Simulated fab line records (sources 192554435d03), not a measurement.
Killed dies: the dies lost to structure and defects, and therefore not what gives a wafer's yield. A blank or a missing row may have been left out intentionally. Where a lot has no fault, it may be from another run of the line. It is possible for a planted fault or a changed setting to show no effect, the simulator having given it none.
Code-filled problem report in 8D (eight disciplines) form -- flow n5_finfet -- the parts of the form that need people (team, actions taken, sign-off) are left out

== 1. PROBLEM STATEMENT ==
N5_HKMG_FIN_CMP_23, overpolish_run_s: mean 8.492 s over 1 wafer from 1 lot; wafers with no fault: 10.001 s, standard deviation 0.0097. So: -99 or more standard deviations from the usual mean.
The step: polishes, stops on SiNx, t overpolish 10 s, target thk 46.326 nm.
First seen on wafer L805.3, day 8 12:41, on cmp-04. At this step, 27 wafers from 9 lots have a number in the record. Rule for "out", or "out of limits": more than 4 standard deviations from the usual mean. Any other wafer with a number is counted as sound.

== 2. WHAT THIS IS AND IS NOT ==
question,is,is not
which readings at this step,overpolish_run_s,"motor_current_A, retaining_ring_pressure_frac, slurry_filter_dp_kPa"
which lots,L805,"L788, L795, L796, L797, L798, L800, L810, L811"
which wafers of those lots,L805.3,"L805.4, L805.5"
read on which tools,cmp-04,"cmp-01, cmp-03"
when,from day 8 12:41,"up to then (20 sound wafers); but 6 sound wafers of L810, L811 came after"

== 3. WHAT RULES OUT EACH SUSPECT ==
Counting: any tool at a process step up to the reading remains a suspect provided it ran every lot that is out. Sound lots after the first of them don't rule it out here, since some wafers of a struck lot are sound.
- rie_diel-03 at N5_HKMG_FIN_STRIP_89 (strips SOC in N2/H2, time 20 s): kept. It ran the lot that is out, L805 (day 8 10:08).
- plasma_asher-01 at N5_HKMG_FIN_STRIP_88 (strips in N2/H2, time 360 s): kept. It ran the lot that is out, L805 (day 8 10:27); its last sound lot up to then is L798 (day 6 18:12).
- cmp-04 at N5_HKMG_FIN_CMP_23 (polishes, stops on SiNx, t overpolish 10 s, target thk 46.326 nm): kept. It ran the lot that is out, L805 (day 8 12:41); its last sound lot up to then is L800 (day 7 07:13). Out on those wafers are its own readings of overpolish_run_s.
- The sound lot-mates ran in chamber 2 of rie_diel-03 at N5_HKMG_FIN_STRIP_89, but the wafers that are out ran in chamber 3.
- The sound lot-mates ran in chamber 1 of plasma_asher-01 at N5_HKMG_FIN_STRIP_88, but the wafers that are out ran in chamber 0.
- Within cmp-04 at N5_HKMG_FIN_CMP_23: the wafers that are out ran in chamber 0; their sound lot-mates ran in chambers 2, 3.
Left after counting: rie_diel-03 at N5_HKMG_FIN_STRIP_89, plasma_asher-01 at N5_HKMG_FIN_STRIP_88, cmp-04 at N5_HKMG_FIN_CMP_23.

== 4. THE CAUSE (what the simulator had put in) ==
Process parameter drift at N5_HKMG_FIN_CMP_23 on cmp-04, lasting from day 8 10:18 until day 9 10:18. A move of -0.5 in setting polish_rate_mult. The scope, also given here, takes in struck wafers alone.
Counting leaves 3 suspects; this tool is one of them.

== 5. SEQUENCE OF EFFECTS, ordered by route ==
One row per reading whose mean, taken over the struck wafers that have a number, lies over 3 standard deviations from the usual. Readings are gone through only where the record gives a usual standard deviation; hours: the median, over the lots, of the time from a lot's start at the first step in this table giving one to that lot's start at this step; sigmas: the change measured in usual standard deviations.
hours,step,reading,usual,on struck wafers,change,sigmas
0,N5_HKMG_FIN_CMP_23,overpolish_run_s,10.001 s,8.492,-1.509,-99 or more
Here are the process steps it includes:
- N5_HKMG_FIN_CMP_23: polishes, stops on SiNx, t overpolish 10 s, target thk 46.326 nm.
Later measuring or inspecting steps at which every struck wafer that the step has a row for has a number for every such reading, and none has moved that far: N5_BEOL_M4_RC_MEAS_101.

== 6. HOW IT WOULD HAVE BEEN CAUGHT EARLIER ==
2 hours passed between the start of the fault at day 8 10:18 and the first reading out of limits in this record, taken at day 8 12:41.
